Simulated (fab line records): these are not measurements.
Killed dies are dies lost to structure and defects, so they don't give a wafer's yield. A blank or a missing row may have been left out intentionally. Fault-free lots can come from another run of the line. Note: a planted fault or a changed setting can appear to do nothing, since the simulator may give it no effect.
Chamber matching :: flow n5_finfet :: rie_diel-04 running N5_DUMMY_GATE_ETCH_29: 3 sister chambers
The step etches underlayer in N2/H2, target depth 13 nm. 20 wafers are shown with their chamber, then 9 later ones without.

WAFERS, EACH WITH ITS CHAMBER
wafer: L075.1
chamber: 1
drypump_motor_current_A (A): 5.9
showerhead_plenum_p_Torr (Torr): 2.64
throttle_valve_pct (%): 17.86

wafer: L075.2
chamber: 2
drypump_motor_current_A (A): 6.5
showerhead_plenum_p_Torr (Torr): 2.50
throttle_valve_pct (%): 18.33

wafer: L075.3
chamber: 0
drypump_motor_current_A (A): 5.6
showerhead_plenum_p_Torr (Torr): 2.50
throttle_valve_pct (%): 17.82

wafer: L077.2
chamber: 2
drypump_motor_current_A (A): 6.6
showerhead_plenum_p_Torr (Torr): 2.50
throttle_valve_pct (%): 18.34

wafer: L077.3
chamber: 0
drypump_motor_current_A (A): 5.6
showerhead_plenum_p_Torr (Torr): 2.50
throttle_valve_pct (%): 17.83

wafer: L077.4
chamber: 2
drypump_motor_current_A (A): 6.5
showerhead_plenum_p_Torr (Torr): 2.50
throttle_valve_pct (%): 18.33

wafer: L078.1
chamber: 0
drypump_motor_current_A (A): 5.6
showerhead_plenum_p_Torr (Torr): 2.50
throttle_valve_pct (%): 17.84

wafer: L078.2
chamber: 1
drypump_motor_current_A (A): 5.9
showerhead_plenum_p_Torr (Torr): 2.64
throttle_valve_pct (%): 17.89

wafer: L078.5
chamber: 2
drypump_motor_current_A (A): 6.5
showerhead_plenum_p_Torr (Torr): 2.50
throttle_valve_pct (%): 18.34

wafer: L080.1
chamber: 2
drypump_motor_current_A (A): 6.5
showerhead_plenum_p_Torr (Torr): 2.50
throttle_valve_pct (%): 18.35

wafer: L080.3
chamber: 0
drypump_motor_current_A (A): 5.6
showerhead_plenum_p_Torr (Torr): 2.50
throttle_valve_pct (%): 17.85

wafer: L080.5
chamber: 1
drypump_motor_current_A (A): 5.9
showerhead_plenum_p_Torr (Torr): 2.63
throttle_valve_pct (%): 17.90

wafer: L083.3
chamber: 0
drypump_motor_current_A (A): 5.6
showerhead_plenum_p_Torr (Torr): 2.49
throttle_valve_pct (%): 17.88

wafer: L083.5
chamber: 2
drypump_motor_current_A (A): 6.5
showerhead_plenum_p_Torr (Torr): 2.49
throttle_valve_pct (%): 18.36

wafer: L083.6
chamber: 1
drypump_motor_current_A (A): 5.9
showerhead_plenum_p_Torr (Torr): 2.63
throttle_valve_pct (%): 17.91

wafer: L084.2
chamber: 1
drypump_motor_current_A (A): 5.8
showerhead_plenum_p_Torr (Torr): 2.63
throttle_valve_pct (%): 17.92

wafer: L084.5
chamber: 2
drypump_motor_current_A (A): 6.6
showerhead_plenum_p_Torr (Torr): 2.49
throttle_valve_pct (%): 18.37

wafer: L084.6
chamber: 0
drypump_motor_current_A (A): 5.6
showerhead_plenum_p_Torr (Torr): 2.49
throttle_valve_pct (%): 17.88

wafer: L087.2
chamber: 2
drypump_motor_current_A (A): 6.5
showerhead_plenum_p_Torr (Torr): 2.49
throttle_valve_pct (%): 18.37

wafer: L087.4
chamber: 0
drypump_motor_current_A (A): 5.6
showerhead_plenum_p_Torr (Torr): 2.49
throttle_valve_pct (%): 17.88

SIGNATURES (means of the wafers above)
reading: drypump_motor_current_A
chamber 0: 5.600
chamber 1: 5.880
chamber 2: 6.525
scatter within a chamber: 0.0368

reading: showerhead_plenum_p_Torr
chamber 0: 2.4957
chamber 1: 2.6340
chamber 2: 2.4962
scatter within a chamber: 0.00531

reading: throttle_valve_pct
chamber 0: 17.8543
chamber 1: 17.8960
chamber 2: 18.3487
scatter within a chamber: 0.0217
Rule: for each reading, subtract the chamber's mean from the wafer's reading, divide by that reading's scatter and square the result; add these up over the readings and take the root, which gives the wafer's distance from the chamber. If the next closest chamber is less than 2 further off than the closest, the wafer can't be placed; otherwise it belongs to the closest. The scatter: take each reading less its chamber's mean, square it, sum over the shown wafers, divide by the number of wafers less the number of chambers, and take the root.

WAFERS WITH NO CHAMBER GIVEN
wafer: L087.5
drypump_motor_current_A (A): 5.9
showerhead_plenum_p_Torr (Torr): 2.63
throttle_valve_pct (%): 17.95

wafer: L091.1
drypump_motor_current_A (A): 5.9
showerhead_plenum_p_Torr (Torr): 2.62
throttle_valve_pct (%): 17.95

wafer: L091.4
drypump_motor_current_A (A): 5.9
showerhead_plenum_p_Torr (Torr): 2.62
throttle_valve_pct (%): 17.95

wafer: L091.5
drypump_motor_current_A (A): 6.5
showerhead_plenum_p_Torr (Torr): 2.48
throttle_valve_pct (%): 18.39

wafer: L095.2
drypump_motor_current_A (A): 5.6
showerhead_plenum_p_Torr (Torr): 2.48
throttle_valve_pct (%): 17.91

wafer: L095.4
drypump_motor_current_A (A): 5.6
showerhead_plenum_p_Torr (Torr): 2.48
throttle_valve_pct (%): 17.90

wafer: L097.1
drypump_motor_current_A (A): 5.6
showerhead_plenum_p_Torr (Torr): 2.48
throttle_valve_pct (%): 17.92

wafer: L097.3
drypump_motor_current_A (A): 5.9
showerhead_plenum_p_Torr (Torr): 2.62
throttle_valve_pct (%): 17.97

wafer: L097.5
drypump_motor_current_A (A): 5.9
showerhead_plenum_p_Torr (Torr): 2.62
throttle_valve_pct (%): 17.96

CHAMBER TAKEN BY EACH
wafer: L087.5
from the rows above: 1
in truth: 1

wafer: L091.1
from the rows above: 1
in truth: 1

wafer: L091.4
from the rows above: 1
in truth: 1

wafer: L091.5
from the rows above: 2
in truth: 2

wafer: L095.2
from the rows above: 0
in truth: 0

wafer: L095.4
from the rows above: 0
in truth: 0

wafer: L097.1
from the rows above: 0
in truth: 0

wafer: L097.3
from the rows above: 1
in truth: 1

wafer: L097.5
from the rows above: 1
in truth: 1
Correctly placed: 9 of 9. Number that these rows cannot place: 0. Placed wrongly: 0.
